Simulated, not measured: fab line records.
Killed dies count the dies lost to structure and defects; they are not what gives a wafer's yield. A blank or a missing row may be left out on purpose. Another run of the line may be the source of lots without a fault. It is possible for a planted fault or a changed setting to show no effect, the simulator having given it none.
Matching of chambers / flow nand_harc / NHARC_A_CHANNEL_FILL_D2_ALD_02 on ald_hk-01: 4 sister chambers
The step deposits SiO2, target thk 6 nm, pulse time 10 s, ald cycles 60. 14 wafers are shown with their chamber, then 7 later ones without.

== EACH WAFER AND ITS CHAMBER ==
wafer=L078.3; chamber=2; heater_power_w (W)=489; precursor_pulse_height_rel=1.040; susceptor_temp_C (C)=300.11
wafer=L078.5; chamber=0; heater_power_w (W)=491; precursor_pulse_height_rel=0.987; susceptor_temp_C (C)=300.23
wafer=L078.6; chamber=1; heater_power_w (W)=448; precursor_pulse_height_rel=1.016; susceptor_temp_C (C)=300.19
wafer=L080.4; chamber=1; heater_power_w (W)=449; precursor_pulse_height_rel=0.973; susceptor_temp_C (C)=299.84
wafer=L080.5; chamber=2; heater_power_w (W)=499; precursor_pulse_height_rel=1.033; susceptor_temp_C (C)=300.09
wafer=L080.6; chamber=1; heater_power_w (W)=435; precursor_pulse_height_rel=1.014; susceptor_temp_C (C)=299.84
wafer=L083.1; chamber=0; heater_power_w (W)=509; precursor_pulse_height_rel=0.992; susceptor_temp_C (C)=299.91
wafer=L083.2; chamber=1; heater_power_w (W)=443; precursor_pulse_height_rel=0.990; susceptor_temp_C (C)=300.11
wafer=L083.3; chamber=3; heater_power_w (W)=446; precursor_pulse_height_rel=1.000; susceptor_temp_C (C)=300.25
wafer=L086.1; chamber=1; heater_power_w (W)=449; precursor_pulse_height_rel=1.031; susceptor_temp_C (C)=300.03
wafer=L086.2; chamber=3; heater_power_w (W)=443; precursor_pulse_height_rel=1.004; susceptor_temp_C (C)=300.02
wafer=L086.5; chamber=0; heater_power_w (W)=501; precursor_pulse_height_rel=1.003; susceptor_temp_C (C)=299.77
wafer=L087.1; chamber=1; heater_power_w (W)=458; precursor_pulse_height_rel=1.026; susceptor_temp_C (C)=300.11
wafer=L087.5; chamber=1; heater_power_w (W)=450; precursor_pulse_height_rel=1.027; susceptor_temp_C (C)=300.22

SIGNATURES (averages over the wafers above)
reading=heater_power_w; chamber 0=500.33; chamber 1=447.43; chamber 2=494.00; chamber 3=444.50; scatter within a chamber=7.18
reading=precursor_pulse_height_rel; chamber 0=0.99400; chamber 1=1.01100; chamber 2=1.03650; chamber 3=1.00200; scatter within a chamber=0.0172
reading=susceptor_temp_C; chamber 0=299.9700; chamber 1=300.0486; chamber 2=300.1000; chamber 3=300.1350; scatter within a chamber=0.168
Rule: a wafer lies at a distance from a chamber equal to the root of the sum of squares, over the readings, of (its reading less the chamber's mean, divided by the reading's scatter). If the next closest chamber is less than 2 further off than the closest, the wafer can't be placed; otherwise it belongs to the closest. The scatter: take each reading less its chamber's mean, square it, sum over the shown wafers, divide by the number of wafers less the number of chambers, and take the root.

== WAFERS MISSING THEIR CHAMBER ==
wafer=L087.6; heater_power_w (W)=518; precursor_pulse_height_rel=0.994; susceptor_temp_C (C)=299.91
wafer=L088.1; heater_power_w (W)=443; precursor_pulse_height_rel=0.984; susceptor_temp_C (C)=299.99
wafer=L088.5; heater_power_w (W)=493; precursor_pulse_height_rel=0.999; susceptor_temp_C (C)=300.15
wafer=L088.6; heater_power_w (W)=459; precursor_pulse_height_rel=1.012; susceptor_temp_C (C)=300.05
wafer=L093.1; heater_power_w (W)=478; precursor_pulse_height_rel=0.994; susceptor_temp_C (C)=299.64
wafer=L093.2; heater_power_w (W)=512; precursor_pulse_height_rel=0.983; susceptor_temp_C (C)=299.90
wafer=L093.4; heater_power_w (W)=489; precursor_pulse_height_rel=1.007; susceptor_temp_C (C)=300.01

== WHICH CHAMBER EACH WENT THROUGH ==
wafer=L087.6; from the rows above=can't be placed: 0 or 2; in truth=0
wafer=L088.1; from the rows above=can't be placed: 3 or 1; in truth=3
wafer=L088.5; from the rows above=can't be placed: 0 or 2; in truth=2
wafer=L088.6; from the rows above=can't be placed: 1 or 3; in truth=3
wafer=L093.1; from the rows above=can't be placed: 0 or 2 or 1 or 3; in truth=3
wafer=L093.2; from the rows above=0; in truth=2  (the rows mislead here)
wafer=L093.4; from the rows above=can't be placed: 0 or 2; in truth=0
Correctly placed: 0 of 7. Not placeable from these rows: 6 (in 6, the candidates include the true chamber). Placed wrongly: 1.
